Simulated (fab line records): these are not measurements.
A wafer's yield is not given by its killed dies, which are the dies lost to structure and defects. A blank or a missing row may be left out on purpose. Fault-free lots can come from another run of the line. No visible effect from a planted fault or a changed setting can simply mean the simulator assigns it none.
fab line records	flow nand_harc
record lots=5	wafers=15	last_day=25
route steps=1159 shown P_GATE@170 END@1159
lots with no fault: from the same line, run without faults
start_h: hours from the record's opening day to when the first of the lot's shown wafers began	wait_h: hours elapsed since this lot's preceding step	" identical to the entry in the row above	L1.1+2: a single row standing in for several wafers	- either no value or no given start	* or withheld: withheld	< > ~ a bound
route shown NAME@n: NAME is a module with steps in the file, n the number in the route of the first one	usual: mean/standard deviation of fault-free wafers	same: alike in all rows	chamber/n: place in a boat	sites: readings site by site	_std_site: standard deviation across them	_edge_site: mean of outer sites minus mean of inner sites	radius_mm: how far each site lies from the wafer's centre	mask NAME#n: copy n	behind: the tool/chamber that last shaped the wafer	hold: why the lot went on hold/how many hours it stayed there/how the hold came to an end	device: transistor that didn't switch, given as n, p or np	end of line: tests of these same wafers at the route's end	a step given without rows: its recipe and nothing more	killed: not the wafer's yield, but the dies lost to structure and defects at the first sort	map: shows each die of a wafer: x if killed, . if not, _ if none is there
set.NAME: the setting the step ran with; set.NAME@STEP: the setting that earlier step ran with	model.NAME: the simulator's own value behind a step, which no gauge read
a table for each step, a row for each wafer; lots at some steps of the route
services: when a tool's chamber went out of use (start_h, in hours from the record's first day, below 0 if earlier), for how many hours, and the reason
## steps
# step NHARC_P_GATE_CD_MEAS_46
# recipe target_cd_nm=720	landing_energy_ev=500
# usual cd_nm=720.6/1.4
lot.wafer	tool	chamber	start_h	wait_h	cd_nm
L923.1	cd_sem-03	0	98.93	-	719.6
L923.2	"	0	"	"	719.7
L923.6	"	0	"	"	719.9
L925.3	cd_sem-03	0	121.48	-	717.5
L925.4	"	0	"	"	720.5
L925.6	"	0	"	"	721.7
L935.3	cd_sem-01	0	194.18	-	718.2
L935.4	"	0	"	"	720.0
L935.5	"	0	"	"	721.5
L944.2	cd_sem-03	0	227.26	-	721.5
L944.3	"	0	"	"	722.4
L944.6	"	0	"	"	723.2
L945.3	cd_sem-01	0	228.02	-	720.8
L945.5	"	0	"	"	719.6
L945.6	"	0	"	"	722.2
# step NHARC_P_GATE_HARDBAKE_47
# recipe temp_c=125	time_s=80
# step NHARC_P_GATE_DESCUM_48
# recipe time_s=3	o2_flow_sccm=200	ar_flow_sccm=0	bias_power_w=0	chemistry=O2
# usual drypump_motor_current_A=5.7/0.51	mfc_ar_sccm=0.013/0.015	oes_product_au=1.003/0.011	rf_vpp_V=57.7/0.79	showerhead_plenum_p_Torr=1.88/0.083	throttle_valve_pct=11.311/0.009
lot.wafer	tool	chamber	start_h	wait_h	drypump_motor_current_A	mfc_ar_sccm	oes_product_au	rf_hours_counter_h	rf_vpp_V	showerhead_plenum_p_Torr	throttle_valve_pct
L923.2	rie_diel-11	2	99.11	-	6.0	0	1.004	28	57.7	1.91	11.295
L923.1	"	0	"	"	5.9	0.020	1.008	28	57.2	1.81	11.307
L923.6	"	3	"	"	4.8	0	1.007	-	57.8	1.84	11.307
L925.4	rie_diel-11	1	121.76	-	6.4	0.032	0.996	34	58.5	1.89	11.309
L925.3	"	3	"	"	4.8	0	0.993	36	57.8	1.83	11.310
L925.6	"	0	"	"	5.9	0.020	1.001	-	57.6	1.81	11.330
L935.3	rie_diel-13	3	194.34	-	5.6	0	1.003	14	58.5	2.00	11.319
L935.4	"	1	"	"	6.0	0.007	1.006	13	58.1	1.95	11.312
L935.5	"	2	"	"	6.2	0.007	1.027	-	57.4	1.77	11.316
L944.3	rie_diel-13	0	227.42	-	5.1	0.043	0.998	17	58.1	1.82	11.323
L944.2	"	1	"	"	6.0	0.007	1.007	18	57.5	1.94	11.307
L944.6	"	0	"	"	5.1	0.043	1.008	-	58.9	1.82	11.297
L945.3	rie_diel-13	2	228.32	-	6.2	0.007	1.033	19	57.4	1.77	11.319
L945.5	"	3	"	"	5.6	0	1.003	-	59.4	2.00	11.319
L945.6	"	0	"	"	5.1	0.043	1.007	-	57.2	1.82	11.307
# step NHARC_P_GATE_IMPLANT_49
# recipe energy_kev=30	dose_cm2=3e+15	tilt_deg=7
# step NHARC_P_GATE_STRIP_111
# recipe power_w=1500	temp_c=110	time_s=250	chemistry=N2/H2
# usual drypump_motor_current_A=6.0/0.48	heater_power_w=87/14
lot.wafer	tool	chamber	start_h	wait_h	drypump_motor_current_A	heater_power_w	rf_hours_counter_h
L923.2	plasma_asher-02	0	99.72	0.4	5.6	75	25
L923.1	"	1	"	"	6.7	74	25
L923.6	"	1	"	"	6.7	73	-
L925.4	plasma_asher-02	0	122.22	0.2	5.6	75	-
L925.3	"	1	"	"	6.6	72	-
L925.6	"	0	"	"	5.6	76	-
L935.3	plasma_asher-01	0	194.80	0.2	5.5	96	-
L935.4	"	1	"	"	6.0	109	-
L935.5	"	0	"	"	5.5	97	-
L944.2	plasma_asher-01	0	227.79	0.2	5.5	94	47
L944.3	"	1	"	"	5.9	108	-
L944.6	"	1	"	"	5.9	108	-
L945.3	plasma_asher-02	1	228.81	0.3	6.7	74	-
L945.5	"	0	"	"	5.6	81	-
L945.6	"	1	"	"	6.7	72	-
# step NHARC_P_GATE_STRIP_75
# recipe power_w=1500	temp_c=250	chemistry=O2
# usual drypump_motor_current_A=5.9/0.48	heater_power_w=326/54
lot.wafer	tool	chamber	start_h	wait_h	drypump_motor_current_A	heater_power_w	rf_hours_counter_h
L923.2	plasma_asher-02	0	100.02	0.3	5.6	284	26
L923.1	"	1	"	"	6.6	279	26
L923.6	"	1	"	"	6.7	277	-
L925.4	plasma_asher-02	0	122.44	0.2	5.5	284	-
L925.3	"	1	"	"	6.7	277	-
L925.6	"	0	"	"	5.5	286	-
L935.3	plasma_asher-01	0	195.02	0.2	5.5	362	-
L935.4	"	1	"	"	5.9	405	-
L935.5	"	0	"	"	5.5	365	-
L944.2	plasma_asher-01	0	228.09	0.2	5.5	348	47
L944.3	"	1	"	"	5.9	412	-
L944.6	"	1	"	"	5.9	417	-
L945.3	plasma_asher-02	1	229.00	0.1	6.7	276	-
L945.5	"	0	"	"	5.6	307	-
L945.6	"	1	"	"	6.7	276	-
# step NHARC_P_GATE_STRIP_50
# recipe time_s=900	temp_c=130	chemistry=SPM
# step NHARC_P_GATE_DEHYDRATE_51
# recipe temp_c=150	time_s=120
# step NHARC_P_GATE_HMDS_52
# recipe time_s=30
# step NHARC_P_GATE_COAT_53
# recipe spin_rpm=3000
# step NHARC_P_GATE_SOFTBAKE_54
# recipe temp_c=122	time_s=95
# step NHARC_P_GATE_EBR_55
# step NHARC_P_GATE_EXPOSE_56
# recipe na=0.6	target_cd_nm=720	dose_mj=14.81	mask_id=P_PSD
# usual reticle_temp_C=23.01/0.094
lot.wafer	tool	chamber	start_h	wait_h	mask	reticle_temp_C
L923.1	krf_scanner-03	0	100.79	-	P_PSD#0	23.20
L923.2	"	0	"	"	P_PSD#0	23.17
L923.6	"	0	"	"	P_PSD#0	23.17
L925.3	krf_scanner-02	0	123.08	-	P_PSD#0	23.12
L925.4	"	0	"	"	P_PSD#0	23.10
L925.6	"	0	"	"	P_PSD#0	22.91
L935.3	krf_scanner-03	0	195.78	-	P_PSD_R1#0	22.92
L935.4	"	0	"	"	P_PSD_R1#0	22.96
L935.5	"	0	"	"	P_PSD_R1#0	22.95
L944.2	krf_scanner-01	0	228.78	-	P_PSD#0	22.98
L944.3	"	0	"	"	P_PSD#0	22.95
L944.6	"	0	"	"	P_PSD#0	22.87
L945.3	krf_scanner-03	0	229.80	-	P_PSD#0	23.14
L945.5	"	0	"	"	P_PSD#0	23.06
L945.6	"	0	"	"	P_PSD#0	23.02
# step NHARC_P_GATE_PEB_57
# recipe peb_temp_c=118	peb_time_s=85
# step NHARC_P_GATE_DEVELOP_58
# recipe time_s=70
# step NHARC_P_GATE_CD_MEAS_59
# recipe target_cd_nm=720	landing_energy_ev=500
# usual cd_nm=720.9/2
lot.wafer	tool	chamber	start_h	wait_h	cd_nm
L923.1	cd_sem-01	0	100.95	-	719.3
L923.2	"	0	"	"	722.7
L923.6	"	0	"	"	722.1
L925.3	cd_sem-03	0	123.23	-	724.3
L925.4	"	0	"	"	723.6
L925.6	"	0	"	"	721.3
L935.3	cd_sem-03	0	195.93	-	779.3
L935.4	"	0	"	"	780.0
L935.5	"	0	"	"	779.2
L944.2	cd_sem-01	0	228.93	-	722.0
L944.3	"	0	"	"	722.8
L944.6	"	0	"	"	720.3
L945.3	cd_sem-01	0	229.96	-	724.5
L945.5	"	0	"	"	720.8
L945.6	"	0	"	"	723.8
# step NHARC_P_GATE_HARDBAKE_60
# recipe temp_c=125	time_s=80
# step NHARC_END_SORT_01
# recipe temp_c=25
# usual killed_at_array=27/12	killed_at_other=0.5/0.9	killed_at_periphery=3.7/2.7	killed_dies=31/12	killed_open=3.3/2	killed_short=2.0/1.4
# same gross_dies=677
lot.wafer	tool	chamber	start_h	wait_h	killed_at_array	killed_at_other	killed_at_periphery	killed_dies	killed_open	killed_short
L923.1	prober-01	0	472.36	2.5	22	0	11	33	4	3
L923.2	prober-01	0	473.16	2.8	26	0	8	34	5	2
L923.6	prober-01	0	476.33	4.0	31	0	4	35	1	2
L944.2	prober-01	0	587.12	2.8	22	0	2	24	2	3
L944.3	prober-01	0	587.93	3.1	19	0	6	25	4	4
L944.6	prober-01	0	590.35	4.0	24	0	8	32	7	1
L935.3	prober-01	0	603.53	3.1	18	0	3	21	0	4
L935.4	prober-01	0	604.33	3.4	16	2	4	22	0	4
L935.5	prober-01	0	605.13	3.7	19	0	4	23	3	3
# killed by level:class
L923.1 A_CHANNEL_HOLE_D1:chamber_film_flake=11 P_ZERO_WELL:chamber_film_flake=5 A_SLIT:chamber_film_flake=4 P_GATE:chamber_film_flake=2 P_CONTACT:geometric_particle:open=1 P_M1:geometric_particle:short=1 A_CHANNEL_FILL_D1:geometric_particle:open=1 A_CHANNEL_FILL_D1:geometric_particle:short=1
L923.2 A_CHANNEL_HOLE_D1:chamber_film_flake=14 P_ZERO_WELL:chamber_film_flake=4 A_SLIT:chamber_film_flake=4 A_CONTACT:geometric_particle:open=2 P_BONDPAD:chamber_film_flake=2 A_CONTACT:chamber_film_flake=2 P_M1:geometric_particle:open=1 A_SOURCE_PLATE:geometric_particle:open=1
L923.6 A_CHANNEL_HOLE_D1:chamber_film_flake=18 A_SLIT:chamber_film_flake=10 P_ZERO_WELL:chamber_film_flake=2 P_CONTACT:geometric_particle:short=1 A_CHANNEL_FILL_D1:geometric_particle:open=1 A_SGD_CUT:geometric_particle:short=1 P_BONDPAD:chamber_film_flake=1 A_CONTACT:chamber_film_flake=1
L944.2 A_BONDPAD:chamber_film_flake=5 A_CHANNEL_HOLE_D1:chamber_film_flake=3 A_M0:chamber_film_flake=3 P_ZERO_WELL:chamber_film_flake=2 A_STAIRCASE:chamber_film_flake=2 A_CONTACT:chamber_film_flake=2 A_SOURCE_PLATE:geometric_particle:short=1 A_WL_FILL:geometric_particle:short=1
L944.3 A_CHANNEL_HOLE_D1:chamber_film_flake=6 A_STAIRCASE:chamber_film_flake=5 A_ONON_D1:geometric_particle:short=2 P_ZERO_WELL:chamber_film_flake=2 P_M1:chamber_film_flake=2 A_M0:chamber_film_flake=2 P_GATE:geometric_particle:open=1 P_M0:geometric_particle:open=1
L944.6 A_STAIRCASE:chamber_film_flake=5 A_M0:chamber_film_flake=4 A_CHANNEL_HOLE_D1:chamber_film_flake=4 A_BONDPAD:chamber_film_flake=3 A_CONTACT:geometric_particle:open=2 P_M1:chamber_film_flake=2 A_WL_FILL:chamber_film_flake=2 A_CONTACT:chamber_film_flake=2
L935.3 A_CONTACT:chamber_film_flake=6 A_STAIRCASE:chamber_film_flake=5 A_CHANNEL_HOLE_D1:chamber_film_flake=4 P_M0:geometric_particle:short=2 A_SOURCE_PLATE:geometric_particle:short=1 A_WL_FILL:geometric_particle:short=1 A_WL_FILL:chamber_film_flake=1 P_GATE:area_expose=1
L935.4 A_CONTACT:chamber_film_flake=7 A_CHANNEL_HOLE_D1:chamber_film_flake=3 P_GATE:area_expose=3 STARTING-WAFER:geometric_particle:short=2 A_STAIRCASE:chamber_film_flake=2 A_WL_FILL:geometric_particle:short=1 A_CONTACT:geometric_particle:short=1 P_GATE:chamber_film_flake=1
L935.5 A_CONTACT:chamber_film_flake=6 A_CHANNEL_HOLE_D1:chamber_film_flake=4 A_STAIRCASE:chamber_film_flake=3 A_M0:geometric_particle:open=2 A_CHANNEL_FILL_D1:chamber_film_flake=2 P_GATE:area_expose=2 P_M0:geometric_particle:short=1 P_M2:geometric_particle:open=1
## services
tool	chamber	start_h	hours	kind
rie_diel-13	0	78.20	-	clean
rie_diel-13	1	78.20	-	clean
rie_diel-13	2	78.20	-	clean
krf_scanner-01	-	84.00	4.0	pm
krf_scanner-03	-	97.92	0.3	repair
plasma_asher-01	-	99.00	9.0	pm
plasma_asher-01	0	99.00	9.0	vent_cycle
plasma_asher-01	1	99.00	9.0	vent_cycle
rie_diel-13	-	99.06	9.0	pm
krf_scanner-02	-	106.75	0.8	repair
plasma_asher-01	0	108.00	-	clean
plasma_asher-01	1	108.00	-	clean
krf_scanner-03	-	157.18	0.8	repair
krf_scanner-03	-	168.00	4.0	pm
plasma_asher-02	-	183.54	9.0	pm
plasma_asher-02	0	183.54	9.0	vent_cycle
plasma_asher-02	1	183.54	9.0	vent_cycle
rie_diel-11	-	190.89	9.0	pm
plasma_asher-02	0	192.54	-	clean
plasma_asher-02	1	192.54	-	clean
krf_scanner-02	-	210.00	4.0	pm
krf_scanner-01	-	214.94	1.6	repair
rie_diel-13	0	220.03	3.6	repair
krf_scanner-03	-	226.22	0.7	repair
## key
first_sign step=NHARC_P_GATE_EXPOSE_56	reading=mask	direction=changed
effect step=NHARC_P_GATE_CD_MEAS_59	reading=cd_nm	direction=up	sigmas=30	usual=720.9	struck=779.5
met_at NHARC_P_GATE_EXPOSE_56
struck_wafers L935.3,L935.4,L935.5
tester_left_out L935
onset_between 100.79 195.78
fault kind=wrong_mask	tool=any	chamber=-	onset_h=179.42	steps=NHARC_P_GATE_EXPOSE_56	aux_copy=P_PSD_R1#0	cd_offset_nm=59.207	scope=struck_lots_only
# tester_left_out: of these lots the tester's yield and bins aren't shown, on N5 and GAA mostly nor the transistor test; their killed dies are dies lost to structure and defects alone, not to doping, threshold or leakage, so they don't give the yield
